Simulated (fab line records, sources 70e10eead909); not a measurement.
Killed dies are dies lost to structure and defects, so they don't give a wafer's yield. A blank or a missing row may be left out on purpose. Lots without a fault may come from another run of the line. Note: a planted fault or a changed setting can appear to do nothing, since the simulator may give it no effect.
Matching of chambers || flow nand harc || ald hk-03 running NHARC_A_CHANNEL_FILL_D1_ALD_16: 4 sister chambers
The step deposits SiO2, target thk 1.5 nm, pulse time 10 s, ald cycles 15. 16 wafers are shown with their chamber, then 8 later ones without.

== WAFERS WITH THEIR CHAMBER ==
{"wafer": "L079.3", "chamber": 3, "heater power w (W)": 401, "precursor pulse height rel": 0.992}
{"wafer": "L079.4", "chamber": 1, "heater power w (W)": 502, "precursor pulse height rel": 0.966}
{"wafer": "L079.5", "chamber": 3, "heater power w (W)": 397, "precursor pulse height rel": 0.982}
{"wafer": "L082.1", "chamber": 3, "heater power w (W)": 404, "precursor pulse height rel": 1.046}
{"wafer": "L082.5", "chamber": 2, "heater power w (W)": 557, "precursor pulse height rel": 1.012}
{"wafer": "L082.6", "chamber": 3, "heater power w (W)": 400, "precursor pulse height rel": 0.962}
{"wafer": "L081.1", "chamber": 0, "heater power w (W)": 468, "precursor pulse height rel": 0.994}
{"wafer": "L081.3", "chamber": 3, "heater power w (W)": 413, "precursor pulse height rel": 1.010}
{"wafer": "L081.4", "chamber": 2, "heater power w (W)": 550, "precursor pulse height rel": 0.997}
{"wafer": "L084.1", "chamber": 3, "heater power w (W)": 401, "precursor pulse height rel": 1.001}
{"wafer": "L084.3", "chamber": 0, "heater power w (W)": 479, "precursor pulse height rel": 0.999}
{"wafer": "L084.6", "chamber": 2, "heater power w (W)": 552, "precursor pulse height rel": 0.963}
{"wafer": "L088.1", "chamber": 1, "heater power w (W)": 492, "precursor pulse height rel": 0.988}
{"wafer": "L088.4", "chamber": 2, "heater power w (W)": 561, "precursor pulse height rel": 0.970}
{"wafer": "L088.5", "chamber": 0, "heater power w (W)": 479, "precursor pulse height rel": 1.019}
{"wafer": "L090.1", "chamber": 3, "heater power w (W)": 407, "precursor pulse height rel": 1.014}

SIGNATURES (means of the wafers above)
{"reading": "heater power w", "chamber 0": 475.33, "chamber 1": 497.00, "chamber 2": 555.00, "chamber 3": 403.29, "scatter within a chamber": 5.58}
{"reading": "precursor pulse height rel", "chamber 0": 1.00400, "chamber 1": 0.97700, "chamber 2": 0.98550, "chamber 3": 1.00100, "scatter within a chamber": 0.0231}
Rule: a wafer's distance from a chamber is the root of the sum, over the readings, of the square of ((its reading less the chamber's mean) divided by the reading's scatter). If the next closest chamber is less than 2 further off than the closest, the wafer can't be placed; otherwise it belongs to the closest. The scatter: the root of (the sum of the squares of (reading less its chamber's mean) over the shown wafers, divided by (wafers less chambers)).

== WAFERS WHOSE CHAMBER IS MISSING ==
{"wafer": "L090.2", "heater power w (W)": 490, "precursor pulse height rel": 0.997}
{"wafer": "L090.3", "heater power w (W)": 491, "precursor pulse height rel": 0.952}
{"wafer": "L092.1", "heater power w (W)": 490, "precursor pulse height rel": 1.013}
{"wafer": "L092.2", "heater power w (W)": 550, "precursor pulse height rel": 1.010}
{"wafer": "L092.5", "heater power w (W)": 478, "precursor pulse height rel": 0.996}
{"wafer": "L095.1", "heater power w (W)": 545, "precursor pulse height rel": 0.974}
{"wafer": "L095.3", "heater power w (W)": 492, "precursor pulse height rel": 1.014}
{"wafer": "L095.4", "heater power w (W)": 388, "precursor pulse height rel": 1.007}

== WHICH CHAMBER EACH ONE RAN IN ==
{"wafer": "L090.2", "from the rows above": "can't be placed: 1 or 0", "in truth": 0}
{"wafer": "L090.3", "from the rows above": 1, "in truth": 1}
{"wafer": "L092.1", "from the rows above": "can't be placed: 1 or 0", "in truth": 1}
{"wafer": "L092.2", "from the rows above": 2, "in truth": 2}
{"wafer": "L092.5", "from the rows above": 0, "in truth": 0}
{"wafer": "L095.1", "from the rows above": 2, "in truth": 2}
{"wafer": "L095.3", "from the rows above": "can't be placed: 1 or 0", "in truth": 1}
{"wafer": "L095.4", "from the rows above": 3, "in truth": 3}
Correctly placed: 5 of 8. Not placeable from these rows: 3 (in 3, the candidates include the true chamber). Wrongly placed: 0.
